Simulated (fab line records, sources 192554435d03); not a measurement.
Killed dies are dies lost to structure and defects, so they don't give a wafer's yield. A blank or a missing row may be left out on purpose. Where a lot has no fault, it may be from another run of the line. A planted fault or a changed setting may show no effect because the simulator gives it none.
The same fault as seen by 2 desks + flow n5_finfet + what lay behind the numbers comes last; until then each desk has only its own

THE METROLOGY DESK
What the gauges read for every lot (on any tool): the sampled wafers with a number, averaged. A lot is out of limits, marked OUT, if its mean lies more than 4 standard deviations from the usual mean; the brackets give that distance. Of its 11 readings 7 are shown: those that lie furthest out on some lot.
Columns: A = DIBL_P at N5_BEOL_M4_RC_MEAS_101, usual 37.1 mV/V; B = IOFF_N at N5_BEOL_M4_RC_MEAS_101, usual 0.17 nA/um; C = IOFF_P at N5_BEOL_M4_RC_MEAS_101, usual 0.23 nA/um; D = ION_P at N5_BEOL_M4_RC_MEAS_101, usual 462 uA/um; E = SS_N at N5_BEOL_M4_RC_MEAS_101, usual 71.8 mV/dec; F = SS_P at N5_BEOL_M4_RC_MEAS_101, usual 73.6 mV/dec; G = VT_N at N5_BEOL_M4_RC_MEAS_101, usual 250 mV
| lot  | first seen here | A    | B    | C    | D   | E    | F    | G   |
|------|-----------------|------|------|------|-----|------|------|-----|
| L314 | day 3 01:06     | 35.7 | 0.15 | 0.20 | 459 | 72.1 | 74.2 | 253 |
| L315 | day 3 07:10     | 39.5 | 0.20 | 0.29 | 468 | 71.8 | 74.2 | 247 |
| L320 | day 4 12:41     | -    | -    | -    | -   | -    | -    | -   |
| L321 | day 4 18:45     | -    | -    | -    | -   | -    | -    | -   |
| L325 | day 5 18:27     | 38.5 | 0.18 | 0.21 | 462 | 72.0 | 73.9 | 250 |
| L328 | day 6 13:17     | 36.7 | 0.16 | 0.19 | 456 | 71.6 | 73.5 | 250 |
| L329 | day 6 17:59     | 42.1 | 0.25 | 0.31 | 471 | 73.7 | 75.2 | 244 |
| L330 | day 6 23:51     | 37.0 | 0.16 | 0.21 | 466 | 71.3 | 73.8 | 250 |
| L331 | day 7 07:10     | 34.0 | 0.15 | 0.21 | 459 | 71.7 | 72.8 | 250 |
| L333 | day 7 18:46     | 38.8 | 0.21 | 0.28 | 479 | 72.4 | 74.4 | 244 |
Finding of this desk: none of the 10 lots has anything out of limits.

AT THE TOOL OWNER'S DESK: vapor_etch-02
The tool's own readings at N5_FIN_SAQP_RECESS_63 (chemistry HF/NH3, target SiO2, target depth 18 nm, afs cycles 3, sublimation time 60 s): means of the sampled wafers that have a number, for each lot that ran on this tool. A lot is out of limits, marked OUT, if its mean lies more than 4 standard deviations from the usual mean; the brackets give that distance.
Columns: A = drypump_motor_current_A at N5_FIN_SAQP_RECESS_63, usual 5.7 A
| lot  | first seen here | A   |
|------|-----------------|-----|
| L315 | day 3 07:26     | 5.6 |
| L328 | day 6 13:40     | 6.0 |
| L329 | day 6 18:27     | 6.0 |
| L330 | day 7 00:16     | 6.0 |
| L331 | day 7 07:26     | 5.8 |
Finding of this desk: none of the 5 lots has anything out of limits.

PUT TOGETHER
Nothing out of limits was seen by the metrology desk.
The tool owner's desk saw nothing out of limits.

WHAT THE SIMULATOR PUT IN
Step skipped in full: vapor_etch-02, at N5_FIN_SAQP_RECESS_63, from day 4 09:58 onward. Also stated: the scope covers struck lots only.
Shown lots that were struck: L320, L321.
